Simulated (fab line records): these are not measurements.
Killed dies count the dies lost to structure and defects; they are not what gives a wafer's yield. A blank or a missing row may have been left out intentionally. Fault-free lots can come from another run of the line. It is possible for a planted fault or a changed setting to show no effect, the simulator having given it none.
A struck lot beside a sound one ; flow n5 finfet ; 38 out of 1938 route steps
Sound: these wafers, L636.3, L636.5, L636.6. Struck: wafer L644.6. (L644.3, L644.4 of the same lot were not struck and are left out.) The cause comes at the end.
At each step with rows: each side's tool, then ch and its chambers, then its first start. Under that, the readings that differ: sound wafers ; struck wafers ; difference of the means ; sigmas: that difference in standard deviations of wafers without a fault.
alike: a reading whose means differ by less than 2 such deviations, as well as words and numbers matching on both sides. not compared: withheld readings; readings where some wafer has no value; bounds like >300 that might hide an equal value; numbers whose values overlap and for which the record gives no deviation.
A row with sigmas, a row that says differs or no value, or rows on one side alone: a step with any of these is where the two part. When numbers do not overlap yet have no deviation, they are printed without sigmas and do not part them. Lack of a reading on every wafer of one side parts them only where that side has two or more wafers.

first, 9 steps without rows for these wafers: N5_PMOS_HMC_CHANNEL_EPI_SRD_25 (time 30 s); N5_PMOS_HMC_CHANNEL_EPI_EPI_26 (deposits Si from SiH4/H2, target thk 3.8 nm, time 22.7 s); N5_FIN_SAQP_PRECLEAN_42 (cleans in O3/DIW, time 60 s); N5_FIN_SAQP_PRECLEAN_00 (cleans in SC1, time 60 s); N5_FIN_SAQP_PRECLEAN_44 (cleans in SC2, time 45 s); N5_FIN_SAQP_SRD_01 (time 30 s); N5_FIN_SAQP_ALD_61 (deposits SiO2, target thk 4 nm, pulse time 1 s, purge time 2 s); N5_FIN_SAQP_DENSIFY_62 (time 60 s); N5_FIN_SAQP_HM_DEP_03 (deposits SiNx from SiH4/NH3/N2, target thk 38 nm, time 33.6 s).
N5_FIN_SAQP_PECVD_47: deposits a-Si from SiH4/He, target thk 45 nm, time 36.3 s.
  sound on pecvd-03 ch 0,1,2, day 5 05:23; struck on pecvd-03 ch 0, day 7 03:39
reading;sound;struck;difference;sigmas
run length s (s);71.7 73.1 72.8;63.8;-8.7;-15
model.a-Si_of_FIN_SAQP_PECVD_47.thk nm (nm);44.61 44.91 45.55;34.18;-10.84;
  alike: heater power outer w, heater power w, showerhead plenum p Torr, showerhead vpp V, throttle valve pct
  not compared: susceptor temp C
then, 25 steps without rows for these wafers: N5_FIN_SAQP_PECVD_48 (deposits SiNx from SiH4/NH3/N2, target thk 25 nm, time 22.1 s); N5_FIN_SAQP_PECVD_06 (deposits a-Si from SiH4/He, target thk 60 nm, time 48.1 s); N5_FIN_SAQP_HM_DEP_72 (deposits SiO2 from SiH4/N2O, target thk 12 nm, time 7.2 s); N5_FIN_SAQP_COAT_49 (time 60 s, resist thk 100 nm); N5_FIN_SAQP_COAT_50 (time 60 s, resist thk 35 nm); N5_FIN_SAQP_COAT_10 (resist thk 90 nm); N5_FIN_SAQP_EBR_12; N5_FIN_SAQP_SOFTBAKE_11 (time 60 s); N5_FIN_SAQP_EXPOSE_13 (exposes mask FIN CORE, target cd 35.6 nm); N5_FIN_SAQP_PEB_14 (peb time 60 s); N5_FIN_SAQP_DEVELOP_15 (develop time 30 s); N5_FIN_SAQP_DESCUM_21 (chemistry O2, time 7.9 s); N5_FIN_SAQP_ETCH_51 (etches SiARC in CF4, target depth 45.5 nm, time 75.8 s); N5_FIN_SAQP_ETCH_52 (etches SOC in N2/H2, target depth 100 nm, overetch 20 nm, time 150 s); N5_FIN_SAQP_STRIP_53 (strips in N2/H2); N5_FIN_SAQP_HM_OPEN_73 (chemistry CHF3/O2, target SiO2, stops on a-Si, target depth 12 nm, time 16.8 s); N5_FIN_SAQP_STRIP_74 (strips in CHF3/O2); N5_FIN_SAQP_MANDREL_ETCH_22 (etches a-Si in HBr/Cl2, stops on SiNx, target depth 60 nm, bt time 10 s, time 30 s); N5_FIN_SAQP_STRIP_55 (strips in N2/H2); N5_FIN_SAQP_STRIP_23 (strips in SPM, time 750 s); N5_FIN_SAQP_SRD_66 (time 30 s); N5_FIN_SAQP_RECESS_75 (chemistry HF/NH3, target SiO2, target depth 14.4 nm, afs cycles 3, sublimation time 60 s); N5_FIN_SAQP_SPACER1_ALD_24 (deposits SiO2, target thk 20.3 nm, pulse time 1 s, purge time 2 s); N5_FIN_SAQP_SPACER1_ETCHBACK_25 (etches SiO2 in CHF3/O2, target depth 24.4 nm, time 12.2 s); N5_FIN_SAQP_MANDREL1_REMOVE_56 (chemistry HBr/Cl2/O2, target a-Si, stops on SiNx, bt time 10 s).
N5_FIN_SAQP_MANDREL_ETCH_58: etches a-Si in HBr/Cl2, stops on SiNx, target depth 45 nm, bt time 10 s, time 27 s.
  sound on rie si-06 ch 1,2, day 5 08:43; struck on rie si-01 ch 1, day 7 06:37
reading;sound;struck;difference;sigmas
drypump motor current A (A);5.7 5.7 5.2;6.7;+1.2;+2
oes product au (a.u.);0.683 0.682 0.697;0.606;-0.081;-7
model.etch.depth nm (nm);44.61 44.91 45.55;34.18;-10.84;
  alike: throttle valve pct
  not compared: rf hours counter h
-- a jump in the record: the struck wafers' starts before and after are 7 days apart (it breaks off in module FIN_SAQP and resumes in module BEOL_M4, where the first step shown is number 1111 of the route) --
N5_BEOL_M4_RC_MEAS_101:
  sound on prober-01 ch 0, day 11 12:44; struck on prober-01 ch 0, day 13 19:05
reading;sound;struck;difference;sigmas
IOFF_N (nA/um);0.20 0.15 0.14;0.26;+0.10;+3
SS_N (mV/dec);71.0 70.3 69.9;73.1;+2.7;+4
VT_N (mV);246 251 250;241;-8;-2
  alike: DIBL_N, DIBL_P, IOFF_P, ION_N, ION_P, SS_P, VT_P
N5_PASSIVATION_PROBE_49:
  the record holds rows for the sound wafers here (prober-02, day 16 07:59) but none for the struck ones

## WHERE THEY PART
Last at N5_PASSIVATION_PROBE_49 as far as this record goes, first at N5_FIN_SAQP_PECVD_47.

WHY: whatever the simulator had introduced
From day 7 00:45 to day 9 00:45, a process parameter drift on pecvd-03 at N5_FIN_SAQP_PECVD_47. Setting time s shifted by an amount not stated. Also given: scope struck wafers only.
